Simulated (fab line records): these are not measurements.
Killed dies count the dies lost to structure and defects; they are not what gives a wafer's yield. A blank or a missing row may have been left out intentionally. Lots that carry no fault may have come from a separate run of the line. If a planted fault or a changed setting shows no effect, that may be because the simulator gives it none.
fab line records ; flow n5-finfet
record lots=10; wafers=30; last-day=18
route steps=1938 shown BEOL_M4@1111 BEOL_M6@1241 BEOL_M7@1265 PASSIVATION@1936
lots with no fault: from the same line, run without faults
start-h: the number of hours between the record's first day and the start of the first shown wafer of the lot ; wait-h: how many hours have passed since the lot's step before this one ; " same as the row above ; L1.1+2: a single row standing in for several wafers ; - no value present, or no start provided ; * or withheld: withheld ; < > ~ a bound
route shown NAME@n: a module of which the file shows steps, and the number in the route of the first ; usual: the fault-free wafers' mean and standard deviation ; same: alike in all rows ; chamber/n: place in a boat ; sites: the reading at each site ; _std_site: how widely they spread, as a standard deviation ; _edge_site: mean of outer sites minus mean of inner sites ; radius-mm: for every site, how far away it sits from the centre of the wafer ; mask NAME#n: copy n ; behind: tool/chamber where the wafer was last shaped ; hold: why the lot went on hold/how many hours it stayed there/how the hold came to an end ; device: the n, p or np transistor that did not switch ; end of line: the same wafers' tests at the end of the route ; where a step has no rows: the recipe by itself ; killed: count of dies lost to structure and defects at first sort (not the wafer's yield) ; map: a wafer's dies, x killed, . not, _ none there
set.NAME: setting as actually run; set.NAME@STEP: the setting as run at that earlier step ; model.NAME: the simulator's own value behind a step, which no gauge read
steps of the route over a sample of lots; a table a step, a row a wafer
services: a tool's chamber out of use, with start hour (start-h, from the record's first day; less than 0 if before it), hours out, and reason
## steps
# step N5_BEOL_M4_RC_MEAS_101
# usual DIBL_N=36.0/2.5; DIBL_P=36.7/3; IOFF_N=0.16/0.043; IOFF_P=0.21/0.049; ION_N=673/15; ION_P=461/9.8; SS_N=71.5/0.83; SS_P=73.4/0.83; VT_N=250/4; VT_P=-251/4
lot.wafer;tool;chamber;start-h;wait-h;DIBL_N[mV/V];DIBL_P[mV/V];IOFF_N[nA/um];IOFF_P[nA/um];ION_N[uA/um];ION_P[uA/um];SS_N[mV/dec];SS_P[mV/dec];VT_N[mV];VT_P[mV]
L662.3;prober-01;0;161.37;0.3;32.1;33.7;0.12;0.18;657;456;70.5;72.6;254;-254
L662.5;prober-01;0;161.37;0.3;33.0;33.8;0.14;0.18;671;459;71.7;72.8;254;-254
L662.6;prober-01;0;161.37;0.3;31.8;33.3;0.12;0.17;663;459;70.7;72.1;252;-250
L664.1;prober-02;0;180.56;0.0;36.6;37.3;0.18;0.19;697;468;71.9;74.1;248;-254
L664.4;prober-02;0;180.56;0.0;38.3;38.7;0.20;0.22;686;459;72.2;74.5;247;-251
L664.5;prober-02;0;180.56;0.0;34.3;34.4;0.13;0.16;676;463;70.9;73.0;254;-255
L665.1;prober-02;0;185.75;0.0;40.0;40.1;0.22;0.28;691;467;72.0;73.9;243;-243
L665.4;prober-02;0;185.75;0.0;35.5;35.4;0.14;0.20;664;455;71.4;73.4;251;-251
L665.6;prober-02;0;185.75;0.0;40.0;41.3;0.24;0.32;700;482;72.0;73.7;242;-243
L673.1;prober-02;0;242.03;0.0;39.5;40.3;0.23;0.28;685;460;72.8;74.4;245;-247
L673.2;prober-02;0;242.03;0.0;35.1;34.3;0.14;0.19;686;473;70.6;73.1;252;-254
L673.5;prober-02;0;242.03;0.0;37.1;36.4;0.19;0.21;678;457;71.6;73.3;247;-253
L676.2;prober-01;0;243.50;0.2;41.8;41.4;0.27;0.32;684;462;73.2;74.9;247;-244
L676.4;prober-01;0;243.50;0.2;34.5;32.9;0.13;0.18;668;462;70.4;72.5;251;-251
L676.5;prober-01;0;243.50;0.2;35.7;33.3;0.13;0.18;650;447;71.9;73.4;256;-251
L678.3;prober-01;0;270.19;0.3;34.1;34.3;0.12;0.15;682;458;70.1;72.9;251;-257
L678.4;prober-01;0;270.19;0.3;37.5;37.5;0.18;0.20;693;462;72.1;74.3;249;-252
L678.6;prober-01;0;270.19;0.3;33.7;34.6;0.12;0.17;666;460;71.0;73.0;253;-252
L679.1;prober-02;0;276.94;0.0;34.9;36.0;0.14;0.22;666;462;70.3;73.1;251;-247
L679.5;prober-02;0;276.94;0.0;37.1;38.8;0.17;0.26;672;469;71.8;73.2;248;-246
L679.6;prober-02;0;276.94;0.0;37.5;39.1;0.19;0.27;694;484;71.2;73.4;246;-244
L680.1;prober-02;0;296.13;0.0;34.8;37.1;0.16;0.19;679;462;71.5;73.4;248;-252
L680.3;prober-02;0;296.13;0.0;31.6;33.3;0.11;0.14;664;454;70.2;72.8;258;-256
L680.4;prober-02;0;296.13;0.0;27.6;28.4;0.07;0.11;649;455;69.4;71.7;258;-257
L682.2;prober-01;0;296.14;0.2;37.2;38.7;0.19;0.26;677;464;71.9;73.6;248;-248
L682.4;prober-01;0;296.14;0.2;33.4;33.9;0.13;0.19;662;463;70.9;72.9;253;-250
L682.5;prober-01;0;296.14;0.2;34.2;34.3;0.15;0.20;682;472;71.5;72.6;246;-249
L684.1;prober-01;0;319.88;0.0;36.6;39.2;0.19;0.24;694;479;70.8;73.8;242;-249
L684.4;prober-01;0;319.88;0.0;35.8;38.0;0.16;0.21;684;469;71.7;73.5;248;-251
L684.5;prober-01;0;319.88;0.0;35.0;36.9;0.14;0.20;669;461;71.0;73.1;252;-250
# step N5_BEOL_M6_STRIP_80
# recipe chemistry=N2/H2; time-s=10; power-w=450; temp-c=40; pressure-mtorr=20; rf-frequency-hz=6e+07; bias-power-w=7; n2-flow-sccm=200; h2-flow-sccm=200
# usual drypump-motor-current-A=5.7/0.43; oes-product-au=0.79/0.11; rf-vpp-V=59.0/0.91; showerhead-plenum-p-Torr=2.51/0.1; throttle-valve-pct=23.5/0.39
lot.wafer;tool;chamber;start-h;wait-h;drypump-motor-current-A;oes-product-au;rf-hours-counter-h;rf-vpp-V;showerhead-plenum-p-Torr;throttle-valve-pct
L662.3;rie-diel-05;2;-;-;5.1;0.71;208;59.6;2.63;23.5
L662.5;rie-diel-05;1;-;-;6.1;0.87;-;58.6;2.50;23.6
L662.6;rie-diel-05;2;-;-;5.1;0.71;-;60.2;2.63;23.5
L664.1;rie-diel-05;0;-;-;5.7;0.67;253;58.8;2.37;23.5
L664.4;rie-diel-05;1;-;-;6.1;0.85;-;57.3;2.50;23.6
L664.5;rie-diel-05;0;-;-;5.7;0.66;-;58.2;2.37;23.5
L665.1;rie-diel-06;2;-;-;5.5;0.69;206;58.8;2.43;24.0
L665.4;rie-diel-06;3;-;-;6.5;0.85;-;58.6;2.47;23.6
L665.6;rie-diel-06;2;-;-;5.5;0.68;-;57.2;2.43;24.0
L673.1;rie-diel-06;1;-;-;6.0;0.97;5;59.1;2.49;23.5
L673.2;rie-diel-06;3;-;-;6.5;0.82;86;56.7;2.46;23.6
L673.5;rie-diel-06;0;-;-;6.6;0.92;-;59.0;2.47;23.3
L676.2;rie-diel-06;0;-;-;6.6;0.89;20;58.9;2.46;23.3
L676.4;rie-diel-06;2;-;-;5.4;0.65;240;58.0;2.42;24.1
L676.5;rie-diel-06;1;-;-;6.0;0.95;-;58.9;2.48;23.5
L678.3;rie-diel-04;3;-;-;5.4;0.83;76;58.8;2.46;23.0
L678.4;rie-diel-04;1;-;-;5.2;0.67;227;59.4;2.41;23.1
L678.6;rie-diel-04;0;-;-;5.6;0.91;-;60.4;2.71;23.6
L679.1;rie-diel-06;3;-;-;6.5;0.81;97;58.8;2.46;23.6
L679.5;rie-diel-06;3;-;-;6.5;0.80;-;59.4;2.46;23.7
L679.6;rie-diel-06;0;-;-;6.7;0.90;-;59.1;2.46;23.3
L680.1;rie-diel-05;0;-;-;5.7;0.84;35;59.2;2.67;23.1
L680.3;rie-diel-05;2;-;-;5.1;0.98;1;60.3;2.61;23.2
L680.4;rie-diel-05;1;-;-;6.1;0.79;97;57.5;2.48;23.7
L682.2;rie-diel-04;0;-;-;5.6;0.89;33;60.2;2.71;23.6
L682.4;rie-diel-04;3;-;-;5.3;0.81;-;59.8;2.45;23.0
L682.5;rie-diel-04;0;-;-;5.6;0.89;-;59.5;2.71;23.6
L684.1;rie-diel-04;2;-;-;5.8;0.69;232;59.5;2.62;24.0
L684.4;rie-diel-04;1;-;-;5.2;0.66;245;58.9;2.40;23.1
L684.5;rie-diel-04;1;-;-;5.2;0.66;-;58.6;2.40;23.1
# step N5_BEOL_M6_SPUTTER_48
# recipe material=Cu; target-thk-a=100; temp-c=-20; bias-v=60; power-w=26000; chamber-pressure-pa=0.13; time-s=1.667
# usual throttle-valve-pct=29.8/1
lot.wafer;tool;chamber;start-h;wait-h;throttle-valve-pct
L662.3;pvd-sputter-02;-;179.32;0.3;28.2
L662.5;pvd-sputter-02;-;179.32;0.3;27.8
L662.6;pvd-sputter-02;-;179.32;0.3;30.0
L664.1;pvd-sputter-03;-;197.28;0.1;31.0
L664.4;pvd-sputter-03;-;197.28;0.1;30.1
L664.5;pvd-sputter-03;-;197.28;0.1;28.7
L665.1;pvd-sputter-03;-;205.94;0.1;30.7
L665.4;pvd-sputter-03;-;205.94;0.1;30.2
L665.6;pvd-sputter-03;-;205.94;0.1;31.3
L673.1;pvd-sputter-01;-;262.38;0.1;30.0
L673.2;pvd-sputter-01;-;262.38;0.1;29.7
L673.5;pvd-sputter-01;-;262.38;0.1;29.2
L676.2;pvd-sputter-03;-;290.17;0.1;29.8
L676.4;pvd-sputter-03;-;290.17;0.1;31.0
L676.5;pvd-sputter-03;-;290.17;0.1;29.8
L678.3;pvd-sputter-02;-;290.64;0.1;31.4
L678.4;pvd-sputter-02;-;290.64;0.1;28.0
L678.6;pvd-sputter-02;-;290.64;0.1;30.0
L679.1;pvd-sputter-03;-;298.32;0.1;30.2
L679.5;pvd-sputter-03;-;298.32;0.1;30.3
L679.6;pvd-sputter-03;-;298.32;0.1;30.9
L682.2;pvd-sputter-02;-;318.31;0.1;31.0
L682.4;pvd-sputter-02;-;318.31;0.1;28.1
L682.5;pvd-sputter-02;-;318.31;0.1;31.2
L680.1;pvd-sputter-01;-;318.32;0.1;30.3
L680.3;pvd-sputter-01;-;318.32;0.1;30.4
L680.4;pvd-sputter-01;-;318.32;0.1;29.3
L684.1;pvd-sputter-01;-;338.83;0.4;29.3
L684.4;pvd-sputter-01;-;338.83;0.4;30.4
L684.5;pvd-sputter-01;-;338.83;0.4;29.5
# step N5_BEOL_M7_THK_MEAS_01
# recipe reads=SiCOH_lowk_of_BEOL_M7_ILD_DEP_00
# usual M7_ILD_THK=154.6/1.9
lot.wafer;tool;chamber;start-h;wait-h;M7_ILD_THK[nm]
L662.3;film-metro-02;-;181.28;0.3;153.2
L662.5;film-metro-02;-;181.28;0.3;157.0
L662.6;film-metro-02;-;181.28;0.3;155.2
L664.1;film-metro-01;-;198.92;0.4;152.5
L664.4;film-metro-01;-;198.92;0.4;155.8
L664.5;film-metro-01;-;198.92;0.4;155.4
L665.1;film-metro-01;-;207.89;0.4;155.1
L665.4;film-metro-01;-;207.89;0.4;158.0
L665.6;film-metro-01;-;207.89;0.4;153.7
L673.1;film-metro-01;-;265.62;0.4;151.9
L673.2;film-metro-01;-;265.62;0.4;153.6
L673.5;film-metro-01;-;265.62;0.4;155.2
L676.2;film-metro-02;-;291.95;0.4;154.8
L676.4;film-metro-02;-;291.95;0.4;154.6
L676.5;film-metro-02;-;291.95;0.4;156.9
L678.3;film-metro-02;-;292.80;0.3;152.6
L678.4;film-metro-02;-;292.80;0.3;157.2
L678.6;film-metro-02;-;292.80;0.3;154.5
L679.1;film-metro-01;-;301.04;0.8;155.5
L679.5;film-metro-01;-;301.04;0.8;159.5
L679.6;film-metro-01;-;301.04;0.8;154.8
L680.1;film-metro-02;-;320.26;0.4;153.6
L680.3;film-metro-02;-;320.26;0.4;151.4
L680.4;film-metro-02;-;320.26;0.4;157.7
L682.2;film-metro-02;-;320.38;0.7;155.5
L682.4;film-metro-02;-;320.38;0.7;157.6
L682.5;film-metro-02;-;320.38;0.7;156.6
L684.1;film-metro-01;-;340.61;0.4;151.4
L684.4;film-metro-01;-;340.61;0.4;157.9
L684.5;film-metro-01;-;340.61;0.4;152.9
# step N5_BEOL_M7_PECVD_70
# recipe material=SiO2; target-thk-a=200; temp-c=400; precursor=TEOS/O2; pressure-torr=5.5; rf-w=450; teos-flow-sccm=53.8; gas=O2; flow-sccm=3000; time-s=22.7
# usual chamber-pressure-Torr=5.500/0.013; heater-power-outer-w=426/83; heater-power-w=726/120; showerhead-plenum-p-Torr=8.76/0.064; throttle-valve-pct=22.3/0.81
lot.wafer;tool;chamber;start-h;wait-h;chamber-pressure-Torr;heater-power-outer-w;heater-power-w;showerhead-plenum-p-Torr;throttle-valve-pct
L662.3;pecvd-02;1;181.32;0.0;5.510;371;664;8.76;22.4
L662.5;pecvd-02;2;181.32;0.0;5.506;315;524;8.84;22.2
L662.6;pecvd-02;0;181.32;0.0;5.506;380;657;8.81;23.1
L664.1;pecvd-02;2;198.95;0.0;5.504;315;536;8.84;22.5
L664.4;pecvd-02;1;198.95;0.0;5.501;313;601;8.75;21.9
L664.5;pecvd-02;0;198.95;0.0;5.485;321;565;8.86;23.0
L665.1;pecvd-01;1;207.93;0.0;5.503;394;689;8.65;22.5
L665.4;pecvd-01;0;207.93;0.0;5.510;408;685;8.69;21.6
L665.6;pecvd-01;1;207.93;0.0;5.482;373;683;8.67;22.5
L673.1;pecvd-02;0;265.66;0.0;-;-;-;-;-
L673.2;pecvd-02;1;265.66;0.0;-;-;-;-;-
L673.5;pecvd-02;1;265.66;0.0;-;-;-;-;-
L676.2;pecvd-01;1;291.98;0.0;-;-;-;-;-
L676.4;pecvd-01;1;291.98;0.0;-;-;-;-;-
L676.5;pecvd-01;2;291.98;0.0;-;-;-;-;-
L678.3;pecvd-01;1;292.83;0.0;-;-;-;-;-
L678.4;pecvd-01;1;292.83;0.0;-;-;-;-;-
L678.6;pecvd-01;0;292.83;0.0;-;-;-;-;-
L679.1;pecvd-01;2;301.07;0.0;5.480;605;971;8.74;22.9
L679.5;pecvd-01;1;301.07;0.0;5.505;516;846;8.66;22.7
L679.6;pecvd-01;2;301.07;0.0;5.486;603;994;8.70;23.4
L680.1;pecvd-02;1;320.30;0.0;5.486;358;634;8.73;22.3
L680.3;pecvd-02;2;320.30;0.0;5.503;321;561;8.82;20.1
L680.4;pecvd-02;0;320.30;0.0;5.487;328;593;8.85;23.7
L682.2;pecvd-01;2;320.41;0.0;5.488;521;892;8.72;23.0
L682.4;pecvd-01;0;320.41;0.0;5.513;418;680;8.71;21.6
L682.5;pecvd-01;2;320.41;0.0;5.477;525;895;8.72;23.0
L684.1;pecvd-02;0;340.65;0.0;5.513;386;682;8.81;23.7
L684.4;pecvd-02;2;340.65;0.0;5.512;370;624;8.83;20.7
L684.5;pecvd-02;1;340.65;0.0;5.506;330;596;8.74;22.4
# step N5_PASSIVATION_PROBE_49
# usual defect-limited-yield=91.1/1.5; killed_at_M0_to_M3=37/11; killed_at_M4_up=13/5.6; killed-at-contacts=12/5.6; killed-at-front-end=39/11; killed-at-other=4/3.1; killed-dies=105/18; killed-on-rim=14/3.8; killed-open=69/13; killed-short=35/7.4; sort_bin_5_function=5.1/0.92; sort_bin_6_memory=3.4/0.76; sort_bin_8_speed=0.02/0.11; sort-n-pass=1075/18; sort-yield-pct=91.1/1.5
# same gross-dies=1180; killed-at-back-side=0; sort_bin_4_leakage[%]=0
lot.wafer;tool;chamber;start-h;wait-h;defect-limited-yield[%];killed_at_M0_to_M3;killed_at_M4_up;killed-at-contacts;killed-at-front-end;killed-at-other;killed-dies;killed-on-rim;killed-open;killed-short;sort_bin_5_function[%];sort_bin_6_memory[%];sort_bin_8_speed[%];sort-n-pass;sort-yield-pct[%]
L673.1;prober-02;-;349.16;0.0;62.5;34;361;20;26;1;442;37;66;28;34.5;2.7;0;738;62.5
L673.2;prober-02;-;349.21;0.1;63.3;40;328;30;33;2;433;55;71;41;32.5;3.6;0;747;63.3
L673.5;prober-02;-;349.36;0.2;63.4;46;328;17;31;10;432;53;75;40;32.1;4.0;0;748;63.4
L676.2;prober-01;-;381.27;0.1;66.0;38;323;13;23;4;401;108;62;27;30.8;3.0;0;779;66.0
L676.4;prober-01;-;381.37;0.2;61.8;58;334;18;34;7;451;116;86;45;33.6;4.3;0;729;61.8
L676.5;prober-01;-;381.42;0.2;65.3;25;326;10;37;12;410;10;59;34;31.9;2.4;0;770;65.3
L678.3;prober-02;-;390.29;0.1;63.0;27;352;11;46;1;437;105;58;38;33.5;3.2;0;743;63.0
L678.4;prober-02;-;390.34;0.2;63.4;36;347;14;34;1;432;116;62;37;33.3;3.0;0;748;63.4
L678.6;prober-02;-;390.44;0.3;63.1;36;350;12;36;2;436;99;68;36;33.0;3.9;0;744;63.1
L679.1;prober-02;-;395.17;0.0;90.8;20;11;18;55;4;108;19;74;34;5.3;3.6;0;1072;90.8
L679.5;prober-02;-;395.37;0.2;92.0;27;11;4;49;3;94;16;65;29;4.2;3.5;0;1086;92.0
L679.6;prober-02;-;395.42;0.3;91.0;35;15;7;47;2;106;13;73;32;5.4;3.5;0;1074;91.0
L680.1;prober-02;-;410.03;0.0;92.8;25;10;13;33;4;85;11;53;30;5.0;1.9;0;1095;92.8
L680.3;prober-02;-;410.13;0.1;90.6;33;20;19;38;1;111;14;70;38;4.9;4.2;0;1069;90.6
L680.4;prober-02;-;410.18;0.2;92.8;22;13;8;40;2;85;13;58;26;4.2;2.8;0;1095;92.8
# killed by level:class
L673.1 BEOL_M7:area-pecvd=348 MOL_CONTACT_COAG:geometric-particle:open=17 BEOL_M4:geometric-particle:open=10 BEOL_M3:geometric-particle:open=8 BEOL_M0_SAQP:geometric-particle:short=7 BEOL_M0_SAQP:geometric-particle:open=5 BEOL_M1:geometric-particle:short=5 FIN_SAQP:geometric-particle:open=4
L673.2 BEOL_M7:area-pecvd=321 MOL_CONTACT_COAG:geometric-particle:open=24 BEOL_M0_SAQP:geometric-particle:short=13 BEOL_M3:geometric-particle:open=10 BEOL_M0_SAQP:geometric-particle:open=8 FIN_SAQP:geometric-particle:open=7 DUMMY_GATE:geometric-particle:open=6 MOL_CONTACT_COAG:geometric-particle:short=6
L673.5 BEOL_M7:area-pecvd=317 BEOL_M0_SAQP:geometric-particle:open=17 MOL_CONTACT_COAG:geometric-particle:open=14 BEOL_M3:geometric-particle:open=8 BEOL_M0_SAQP:geometric-particle:short=7 FIN_SAQP:geometric-particle:open=5 GATE_CUT:geometric-particle:short=5 BEOL_M2:geometric-particle:short=5
L676.2 BEOL_M7:area-pecvd=312 BEOL_M0_SAQP:geometric-particle:open=12 MOL_CONTACT_COAG:geometric-particle:open=8 BEOL_M3:geometric-particle:open=8 STI_FIN_REVEAL:geometric-particle:open=5 MOL_CONTACT_COAG:geometric-particle:short=5 BEOL_M3:geometric-particle:short=5 BEOL_M0_SAQP:geometric-particle:short=4
L676.4 BEOL_M7:area-pecvd=318 BEOL_M0_SAQP:geometric-particle:open=20 BEOL_M0_SAQP:geometric-particle:short=18 MOL_CONTACT_COAG:geometric-particle:open=15 FIN_SAQP:geometric-particle:short=10 BEOL_M4:geometric-particle:open=8 BEOL_M3:geometric-particle:open=7 BEOL_M2:geometric-particle:open=6
L676.5 BEOL_M7:area-pecvd=317 BEOL_M0_SAQP:geometric-particle:open=10 FIN_SAQP:geometric-particle:short=7 MOL_CONTACT_COAG:geometric-particle:open=7 BEOL_M3:geometric-particle:open=7 DUMMY_GATE:geometric-particle:open=6 BEOL_M5:geometric-particle:open=6 PASS1_CAP:geometric-particle:short=5
L678.3 BEOL_M7:area-pecvd=341 STI_FIN_REVEAL:geometric-particle:open=13 FIN_SAQP:geometric-particle:short=12 FIN_SAQP:geometric-particle:open=9 MOL_CONTACT_COAG:geometric-particle:open=7 BEOL_M4:geometric-particle:open=6 GATE_CUT:geometric-particle:short=6 BEOL_M3:geometric-particle:open=6
L678.4 BEOL_M7:area-pecvd=331 MOL_CONTACT_COAG:geometric-particle:open=12 BEOL_M0_SAQP:geometric-particle:short=12 GATE_CUT:geometric-particle:short=10 STI_FIN_REVEAL:geometric-particle:open=8 BEOL_M3:geometric-particle:open=7 BEOL_M2:geometric-particle:open=6 BEOL_M4:geometric-particle:open=6
L678.6 BEOL_M7:area-pecvd=332 BEOL_M0_SAQP:geometric-particle:short=13 MOL_CONTACT_COAG:geometric-particle:open=11 BEOL_M4:geometric-particle:open=10 STI_FIN_REVEAL:geometric-particle:open=8 BEOL_M0_SAQP:geometric-particle:open=8 BEOL_M3:geometric-particle:open=8 FIN_SAQP:geometric-particle:short=6
L679.1 FIN_SAQP:geometric-particle:open=23 FIN_SAQP:geometric-particle:short=13 MOL_CONTACT_COAG:geometric-particle:open=13 BEOL_M0_SAQP:geometric-particle:short=8 STI_FIN_REVEAL:geometric-particle:open=5 MOL_CONTACT_COAG:geometric-particle:short=5 BEOL_M2:geometric-particle:open=4 BEOL_M8:geometric-particle:open=4
L679.5 FIN_SAQP:geometric-particle:open=18 STI_FIN_REVEAL:geometric-particle:open=8 BEOL_M0_SAQP:geometric-particle:short=7 BEOL_M0_SAQP:geometric-particle:open=7 FIN_SAQP:geometric-particle:short=6 GATE_CUT:geometric-particle:short=5 BEOL_M1:geometric-particle:open=4 BEOL_M2:geometric-particle:open=4
L679.6 BEOL_M0_SAQP:geometric-particle:open=15 FIN_SAQP:geometric-particle:open=13 BEOL_M0_SAQP:geometric-particle:short=8 GATE_CUT:geometric-particle:short=7 GATE_CUT:geometric-particle:open=7 MOL_CONTACT_COAG:geometric-particle:open=6 STI_FIN_REVEAL:geometric-particle:open=5 BEOL_M4:geometric-particle:open=5
L680.1 MOL_CONTACT_COAG:geometric-particle:open=12 FIN_SAQP:geometric-particle:open=8 STI_FIN_REVEAL:geometric-particle:open=7 GATE_CUT:geometric-particle:short=7 BEOL_M1:geometric-particle:open=5 BEOL_M3:geometric-particle:open=4 BEOL_M2:geometric-particle:short=4 BEOL_M1:geometric-particle:short=3
L680.3 MOL_CONTACT_COAG:geometric-particle:open=16 FIN_SAQP:geometric-particle:open=9 FIN_SAQP:geometric-particle:short=8 BEOL_M3:geometric-particle:open=8 BEOL_M4:geometric-particle:open=6 BEOL_M0_SAQP:geometric-particle:open=5 BEOL_M2:geometric-particle:short=4 BEOL_M3:geometric-particle:short=4
L680.4 GATE_CUT:geometric-particle:open=9 MOL_CONTACT_COAG:geometric-particle:open=8 FIN_SAQP:geometric-particle:open=7 BEOL_M3:geometric-particle:open=6 GATE_CUT:geometric-particle:short=6 BEOL_M1:geometric-particle:short=6 BEOL_M4:geometric-particle:open=6 FIN_SAQP:geometric-particle:short=5
## services
tool;chamber;start-h;hours;kind
rie-diel-05;1;183.09;9.7;repair
pecvd-02;-;183.88;14.6;pm
pecvd-01;2;185.92;28.9;repair
rie-diel-06;0;194.55;-;clean
rie-diel-06;0;194.55;-;consumable-replace:focus-ring
rie-diel-06;0;194.55;34.3;scheduled-down
rie-diel-06;0;194.55;34.3;vent-cycle
pecvd-02;2;202.38;-;clean
pecvd-02;2;202.38;-;consumable-replace:showerhead
pecvd-02;2;202.38;29.0;scheduled-down
pecvd-02;2;202.38;29.0;vent-cycle
rie-diel-05;3;209.61;4.5;repair
rie-diel-05;0;223.81;5.5;repair
pecvd-02;2;242.56;2.1;scheduled-down
rie-diel-04;-;266.81;2.4;repair
rie-diel-06;-;267.21;0.6;repair
pecvd-02;-;271.91;2.8;pm
rie-diel-06;-;275.37;4.3;pm
pecvd-01;1;276.15;2.1;scheduled-down
pecvd-01;-;283.28;4.3;pm
rie-diel-06;2;294.86;13.9;repair
rie-diel-04;2;302.94;7.1;repair
rie-diel-04;2;310.68;4.4;repair
pvd-sputter-02;-;311.06;2.8;repair
## key
first-sign step=N5_BEOL_M7_PECVD_70; reading=tool-record; direction=missing
effect step=N5_PASSIVATION_PROBE_49; reading=killed_at_M4_up; direction=up; sigmas=58; usual=13; struck=339
more-kills-born-at N5_BEOL_M7_PECVD_70@pecvd-01=1951; N5_BEOL_M7_PECVD_70@pecvd-02=986
met-at N5_BEOL_M7_PECVD_70
struck-lots L673,L676,L678
not-acting-at N5_BEOL_M6_STRIP_80,N5_BEOL_M6_SPUTTER_48,N5_BEOL_M7_THK_MEAS_01
onset-between 207.93 265.66
fault kind=skipped-step-whole; tool=pecvd-01,pecvd-02; chamber=-; onset-h=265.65; steps=N5_BEOL_M7_PECVD_70; scope=struck-lots-only
